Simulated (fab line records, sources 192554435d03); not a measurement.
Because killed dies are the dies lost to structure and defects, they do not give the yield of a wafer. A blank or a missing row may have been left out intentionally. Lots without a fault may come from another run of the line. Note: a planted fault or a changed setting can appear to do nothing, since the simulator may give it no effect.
Matching of chambers :: flow n5_finfet :: N5_MOL_CONTACT_COAG_ETCH_105 on rie_diel-02 has 4 sister chambers
The step etches SiARC in CF4, target depth 15.6 nm, time 26 s. 16 wafers are shown with their chamber, then 8 later ones without.

WAFERS PAIRED WITH THEIR CHAMBERS
wafer: L074.2
chamber: 1
showerhead_plenum_p_Torr (Torr): 2.22
throttle_valve_pct (%): 15.83
drypump_motor_current_A (A): 5.9

wafer: L074.3
chamber: 2
showerhead_plenum_p_Torr (Torr): 2.13
throttle_valve_pct (%): 15.58
drypump_motor_current_A (A): 5.4

wafer: L074.5
chamber: 1
showerhead_plenum_p_Torr (Torr): 2.22
throttle_valve_pct (%): 15.85
drypump_motor_current_A (A): 5.9

wafer: L081.1
chamber: 1
showerhead_plenum_p_Torr (Torr): 2.22
throttle_valve_pct (%): 15.85
drypump_motor_current_A (A): 5.9

wafer: L081.2
chamber: 2
showerhead_plenum_p_Torr (Torr): 2.13
throttle_valve_pct (%): 15.63
drypump_motor_current_A (A): 5.3

wafer: L081.3
chamber: 3
showerhead_plenum_p_Torr (Torr): 2.13
throttle_valve_pct (%): 16.07
drypump_motor_current_A (A): 5.5

wafer: L081.4
chamber: 0
showerhead_plenum_p_Torr (Torr): 2.14
throttle_valve_pct (%): 15.65
drypump_motor_current_A (A): 5.6

wafer: L081.5
chamber: 1
showerhead_plenum_p_Torr (Torr): 2.22
throttle_valve_pct (%): 15.85
drypump_motor_current_A (A): 5.9

wafer: L081.6
chamber: 0
showerhead_plenum_p_Torr (Torr): 2.14
throttle_valve_pct (%): 15.65
drypump_motor_current_A (A): 5.6

wafer: L083.1
chamber: 1
showerhead_plenum_p_Torr (Torr): 2.21
throttle_valve_pct (%): 15.87
drypump_motor_current_A (A): 5.9

wafer: L083.2
chamber: 0
showerhead_plenum_p_Torr (Torr): 2.14
throttle_valve_pct (%): 15.67
drypump_motor_current_A (A): 5.6

wafer: L083.6
chamber: 2
showerhead_plenum_p_Torr (Torr): 2.13
throttle_valve_pct (%): 15.61
drypump_motor_current_A (A): 5.4

wafer: L090.3
chamber: 2
showerhead_plenum_p_Torr (Torr): 2.12
throttle_valve_pct (%): 15.66
drypump_motor_current_A (A): 5.4

wafer: L090.4
chamber: 3
showerhead_plenum_p_Torr (Torr): 2.12
throttle_valve_pct (%): 16.10
drypump_motor_current_A (A): 5.6

wafer: L090.5
chamber: 1
showerhead_plenum_p_Torr (Torr): 2.21
throttle_valve_pct (%): 15.89
drypump_motor_current_A (A): 5.9

wafer: L095.1
chamber: 1
showerhead_plenum_p_Torr (Torr): 2.21
throttle_valve_pct (%): 15.91
drypump_motor_current_A (A): 5.9

SIGNATURES, as means of the wafers listed above
reading: showerhead_plenum_p_Torr
chamber 0: 2.1400
chamber 1: 2.2157
chamber 2: 2.1275
chamber 3: 2.1250
scatter within a chamber: 0.00497

reading: throttle_valve_pct
chamber 0: 15.6567
chamber 1: 15.8643
chamber 2: 15.6200
chamber 3: 16.0850
scatter within a chamber: 0.0269

reading: drypump_motor_current_A
chamber 0: 5.600
chamber 1: 5.900
chamber 2: 5.375
chamber 3: 5.550
scatter within a chamber: 0.0323
Rule: a wafer's distance from a chamber is the root of the sum, over the readings, of the square of ((its reading less the chamber's mean) divided by the reading's scatter). The wafer belongs to the nearest chamber; if the next one is less than 2 further off, it can't be placed. How the scatter is found: for the shown wafers, subtract from each reading the mean of its chamber, square and add these, divide the total by (wafers less chambers), then take the root.

WAFERS WHOSE CHAMBER IS MISSING
wafer: L095.2
showerhead_plenum_p_Torr (Torr): 2.13
throttle_valve_pct (%): 15.70
drypump_motor_current_A (A): 5.5

wafer: L095.3
showerhead_plenum_p_Torr (Torr): 2.12
throttle_valve_pct (%): 15.70
drypump_motor_current_A (A): 5.4

wafer: L095.4
showerhead_plenum_p_Torr (Torr): 2.12
throttle_valve_pct (%): 16.13
drypump_motor_current_A (A): 5.6

wafer: L095.5
showerhead_plenum_p_Torr (Torr): 2.12
throttle_valve_pct (%): 15.70
drypump_motor_current_A (A): 5.4

wafer: L095.6
showerhead_plenum_p_Torr (Torr): 2.21
throttle_valve_pct (%): 15.92
drypump_motor_current_A (A): 5.9

wafer: L096.2
showerhead_plenum_p_Torr (Torr): 2.12
throttle_valve_pct (%): 16.15
drypump_motor_current_A (A): 5.6

wafer: L096.5
showerhead_plenum_p_Torr (Torr): 2.12
throttle_valve_pct (%): 15.70
drypump_motor_current_A (A): 5.4

wafer: L096.6
showerhead_plenum_p_Torr (Torr): 2.12
throttle_valve_pct (%): 16.13
drypump_motor_current_A (A): 5.5

WHICH CHAMBER EACH ONE RAN IN
wafer: L095.2
from the rows above: can't be placed: 0 or 2
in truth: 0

wafer: L095.3
from the rows above: 2
in truth: 2

wafer: L095.4
from the rows above: 3
in truth: 3

wafer: L095.5
from the rows above: 2
in truth: 2

wafer: L095.6
from the rows above: 1
in truth: 1

wafer: L096.2
from the rows above: 3
in truth: 3

wafer: L096.5
from the rows above: 2
in truth: 2

wafer: L096.6
from the rows above: 3
in truth: 3
7 of 8 placed correctly. Can't be placed from these rows: 1 (the true chamber is among the candidates in 1). Placed wrongly: 0.
